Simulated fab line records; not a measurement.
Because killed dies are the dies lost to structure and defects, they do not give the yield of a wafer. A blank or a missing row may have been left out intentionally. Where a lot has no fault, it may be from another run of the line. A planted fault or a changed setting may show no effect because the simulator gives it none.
A struck lot beside a sound one -- flow nand harc -- 12 steps out of a route of 1302
Sound: wafers L955.4, L955.5, L955.6. Struck: wafer L958.6 (left out: L958.2, L958.4 of the same lot, which were not struck); the cause appears at the end.
Order at every step that has rows: each side's tool, ch and its chambers, its first start. Under that, the readings that differ: sound wafers -- struck wafers -- difference of the means -- sigmas: that difference in standard deviations of wafers without a fault.
alike: a reading whose means differ by less than 2 such deviations, as well as words and numbers matching on both sides. not compared: withheld readings; readings where some wafer has no value; bounds like >300 that might hide an equal value; numbers whose values overlap and for which the record gives no deviation.
The two part at a step that has a row with sigmas, a row that says differs or no value, or rows on one side only. Numbers that don't overlap but have no deviation are shown without sigmas and don't part them. Lack of a reading on every wafer of one side parts them only where that side has two or more wafers.

NHARC_A_CHANNEL_FILL_D1_ALD_25: deposits SiOx, target thk 60 nm, pulse time 10 s, ald cycles 600.
  sound on ald hk-01 ch 1,2,3, day 10 20:58; struck on ald hk-01 ch 2, day 12 01:36
  alike: heater power w, precursor pulse height rel
  not compared: since wet clean h
NHARC_A_CHANNEL_FILL_D1_ETCHBACK_08: etches the open film in C4F8, target depth 220 nm, time 110 s.
  sound on rie diel-09 ch 1,2; struck on rie diel-08 ch 3
  alike: oes product au, rf vpp V, run length s
  not compared: rf hours counter h
NHARC_A_CHANNEL_FILL_D1_STRIP_29: strips in O2, time 20 s.
  sound on rie diel-09 ch 1,2, day 11 01:30; struck on rie diel-08 ch 3
  alike: drypump motor current A, oes product au, rf vpp V, showerhead plenum p Torr, throttle valve pct
  not compared: rf hours counter h
then, 3 steps without rows for these wafers: NHARC_A_CHANNEL_FILL_D1_PRECLEAN_30 (cleans in dHF, time 30 s); NHARC_A_CHANNEL_FILL_D1_SRD_31; NHARC_A_CHANNEL_FILL_D1_CVD_09 (deposits poly-Si, target thk 150 nm, time 3000 s).
NHARC_A_CHANNEL_FILL_D1_CMP_10: polishes, target thk 150 nm.
  sound on cmp-01 ch 1,2, day 11 07:06; struck on cmp-01 ch 0, day 12 10:31
  alike: motor current A, time to endpoint s
then, 1 step without rows for these wafers: NHARC_A_CHANNEL_FILL_D1_SRD_12.
NHARC_A_CHANNEL_FILL_D1_INSPECT_13:
  struck on defect inspect-02, day 12 10:56; sound on defect inspect-02, day 11 07:31
  alike: raw defect count
NHARC_A_DECK1_JOINT_ETCHBACK_07: etches the open film in HBr, target depth 105 nm, time 26.9 s.
  sound on rie si-01 ch 0,2,3, day 11 07:36; struck on rie si-01 ch 1, day 12 10:59
reading,sound,struck,difference,sigmas
run length s (s),47.5 48.0 48.5,38.9,-9.1,-19
  alike: drypump motor current A, oes product au, throttle valve pct
  not compared: bias w, rf hours counter h
then, 1 step without rows for these wafers: NHARC_A_DECK1_JOINT_ETCH_25 (etches SiO2 in dHF, target depth 0.5 nm).
-- jump in the record: it breaks off in module A_DECK1_JOINT and resumes in module END (first step shown: number 1302 of the route), and 13 days separate the struck wafers' starts before and after --
NHARC_END_SORT_01:
  only the struck wafers appear in the record here, on prober-02 ch 0 at day 25 20:34; the sound ones have no rows

WHERE THEY PART
Last at NHARC_END_SORT_01 as far as this record goes, first at NHARC_A_DECK1_JOINT_ETCHBACK_07.

WHY: the cause the simulator had injected
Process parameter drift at NHARC_A_DECK1_JOINT_ETCHBACK_07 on rie si-01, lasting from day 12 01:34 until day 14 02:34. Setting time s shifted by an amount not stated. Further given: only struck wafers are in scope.
